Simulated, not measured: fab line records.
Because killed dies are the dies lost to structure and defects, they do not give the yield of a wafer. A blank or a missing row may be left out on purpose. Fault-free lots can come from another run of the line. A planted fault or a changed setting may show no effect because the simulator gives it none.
Chamber matching | flow nand-harc | cmp-01 running NHARC_A_BONDPAD_CMP_19: 4 sister chambers
The step polishes, t overpolish 30 s, cu recess touch 16 s, target thk 169.8 nm. 14 wafers are shown with their chamber, then 7 later ones without.

## WAFERS WITH THEIR CHAMBER
wafer  | chamber | motor-current-A (A) | overpolish-run-s (s) | edge-zone-pressure-frac
L189.2 | 2       | 14.0                | 29.992               | 1.006
L189.5 | 1       | 13.1                | 30.004               | 1.005
L189.6 | 2       | 13.4                | 29.990               | 1.001
L188.1 | 1       | 12.6                | 30.009               | 0.999
L188.4 | 0       | 13.0                | 30.001               | 1.001
L188.6 | 2       | 13.5                | 30.010               | 1.002
L202.2 | 1       | 12.3                | 30.001               | 1.000
L202.5 | 1       | 11.9                | 30.011               | 0.998
L202.6 | 0       | 13.4                | 30.019               | 0.997
L203.1 | 3       | 9.8                 | 30.000               | 1.000
L203.2 | 1       | 12.6                | 30.015               | 0.999
L203.6 | 1       | 12.0                | 30.002               | 0.998
L205.2 | 3       | 10.0                | 29.994               | 1.006
L205.4 | 0       | 13.1                | 29.998               | 1.007

SIGNATURES (averages over the wafers above)
reading                 | chamber 0 | chamber 1 | chamber 2 | chamber 3 | scatter within a chamber
motor-current-A         | 13.167    | 12.417    | 13.633    | 9.900     | 0.361
overpolish-run-s        | 30.00600  | 30.00700  | 29.99733  | 29.99700  | 0.0082
edge-zone-pressure-frac | 1.00167   | 0.99983   | 1.00300   | 1.00300   | 0.00343
Rule: for each reading, subtract the chamber's mean from the wafer's reading, divide by that reading's scatter and square the result; add these up over the readings and take the root, which gives the wafer's distance from the chamber. The wafer belongs to the nearest chamber; if the next one is less than 2 further off, it can't be placed. How the scatter is found: for the shown wafers, subtract from each reading the mean of its chamber, square and add these, divide the total by (wafers less chambers), then take the root.

## WAFERS WITH NO CHAMBER GIVEN
wafer  | motor-current-A (A) | overpolish-run-s (s) | edge-zone-pressure-frac
L205.5 | 13.3                | 30.003               | 1.005
L206.3 | 13.4                | 30.003               | 1.000
L206.4 | 12.9                | 29.989               | 0.998
L206.5 | 14.1                | 30.000               | 0.998
L208.2 | 13.5                | 29.997               | 0.990
L208.3 | 12.4                | 30.001               | 1.000
L208.5 | 13.8                | 29.982               | 0.995

## THE CHAMBER EACH PASSED THROUGH
wafer  | from the rows above          | in truth
L205.5 | can't be placed: 0 or 2 or 1 | 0
L206.3 | can't be placed: 0 or 2 or 1 | 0
L206.4 | can't be placed: 0 or 1 or 2 | 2
L206.5 | can't be placed: 2 or 0      | 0
L208.2 | can't be placed: 0 or 2 or 1 | 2
L208.3 | can't be placed: 1 or 0      | 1
L208.5 | can't be placed: 2 or 0      | 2
0 of 7 placed correctly. Cannot be placed on the basis of these rows: 7; the candidates contain the true chamber in 7. Number placed wrongly: 0.
